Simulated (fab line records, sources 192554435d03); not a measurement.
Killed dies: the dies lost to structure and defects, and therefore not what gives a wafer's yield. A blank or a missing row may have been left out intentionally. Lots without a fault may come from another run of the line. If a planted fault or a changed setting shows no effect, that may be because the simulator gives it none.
Split-lot trial    flow n5Finfet    21 wafers read from 7 lots, route of 1938 steps

== SPLIT DETAILS ==
At N5_BEOL_M12_EXPOSE_07 (exposes mask V11), the setting doseMj was moved away from the recipe's 32.5 on 9 of the 21 wafers read, by -7.1% to +7.2%. For the rest of the wafers, this setting stayed at what the recipe calls for.

== FROM THE SPLIT TO THE READING: what the file shows between them, 6 steps ==
- N5_BEOL_M12_PEB_08: peb time 90 s
- N5_BEOL_M12_DEVELOP_09: develop time 45 s
- N5_BEOL_M12_HARDBAKE_14: time 120 s
- N5_BEOL_M12_CD_MEAS_10: target cd 140 nm
- N5_BEOL_M12_STRIP_71: strips in post etch residue remover, time 60 s
- N5_BEOL_M12_SRD_72: time 30 s, dry time 30 s

== THE READING ==
Shown in nm: cdNm at N5_BEOL_M12_CD_MEAS_17, with target cd 140 nm. A value of 140.0 nm with a standard deviation of 2.2 nm is what fault-free wafers of this fab line usually give.

wafer   tool, chamber at the split  doseMj as run  against the recipe  cdNm, nm  against lot-mates on the recipe
L076.1  krfScanner-01, 0            34.83          +7.2%               148.5     +9.4
L076.3  krfScanner-01, 0            32.5           recipe              137.9     -
L076.6  krfScanner-01, 0            32.5           recipe              140.3     -
L075.1  krfScanner-01, 0            34.45          +6.0%               143.0     +3.2
L075.2  krfScanner-01, 0            32.5           recipe              139.5     -
L075.3  krfScanner-01, 0            32.5           recipe              140.0     -
L080.1  krfScanner-02, 0            30.2           -7.1%               132.5     -6.2
L080.2  krfScanner-02, 0            30.2           -7.1%               134.2     -4.5
L080.4  krfScanner-02, 0            32.5           recipe              138.7     -
L082.1  krfScanner-01, 0            34.36          +5.7%               147.5     +6.5
L082.3  krfScanner-01, 0            34.36          +5.7%               145.9     +4.9
L082.5  krfScanner-01, 0            32.5           recipe              141.0     -
L088.3  krfScanner-02, 0            32.5           recipe              141.0     -
L088.4  krfScanner-02, 0            30.46          -6.3%               134.5     -5.0
L088.6  krfScanner-02, 0            32.5           recipe              138.0     -
L094.2  krfScanner-02, 0            32.5           recipe              142.1     -
L094.4  krfScanner-02, 0            32.5           recipe              141.3     -
L094.6  krfScanner-02, 0            32.5           recipe              143.4     -
L096.2  krfScanner-02, 0            34.73          +6.9%               149.0     +10.6
L096.4  krfScanner-02, 0            32.5           recipe              138.4     -
L096.6  krfScanner-02, 0            34.73          +6.9%               145.2     +6.8

THE FIT
A straight line over all 21 wafers: cdNm changes by +0.978 nm for each +1% of doseMj; r = +0.93; the points scatter about the line by 1.7 nm.
The same after taking each lot's own level away (the mean of its wafers on the recipe; 21 wafers): +0.96 nm for each +1%; r = +0.94; scatter 1.5 nm.
Per that fit: largest doseMj move, reading shift of 6.9 nm.
The span of the lots' own levels, 138.40 to 142.27 nm, comes to 1.8 times the standard deviation stated above.
The two slopes are in agreement: the lot-to-lot level therefore moves the slope only a little.
Check: for one of the wafers moved furthest among these (+7.2%), held out of the fit, the line's prediction against its lot-mates is +6.91 nm. Against them it came out at +9.4 nm.

== THE WHOLE CHAIN: every reading that the file lists as answering this split, in the file's order ==
step                    what it does      reading  change (the file's fit)                r (the file's)
N5_BEOL_M12_CD_MEAS_10  target cd 140 nm  cdNm     +0.921 nm for each +1% of the setting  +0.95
N5_BEOL_M12_CD_MEAS_17  target cd 140 nm  cdNm     +0.97 nm for each +1% of the setting   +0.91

== THE FILE'S OWN FIT ==
cdNm changes by +0.97 nm for each +1% of doseMj, r = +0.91.
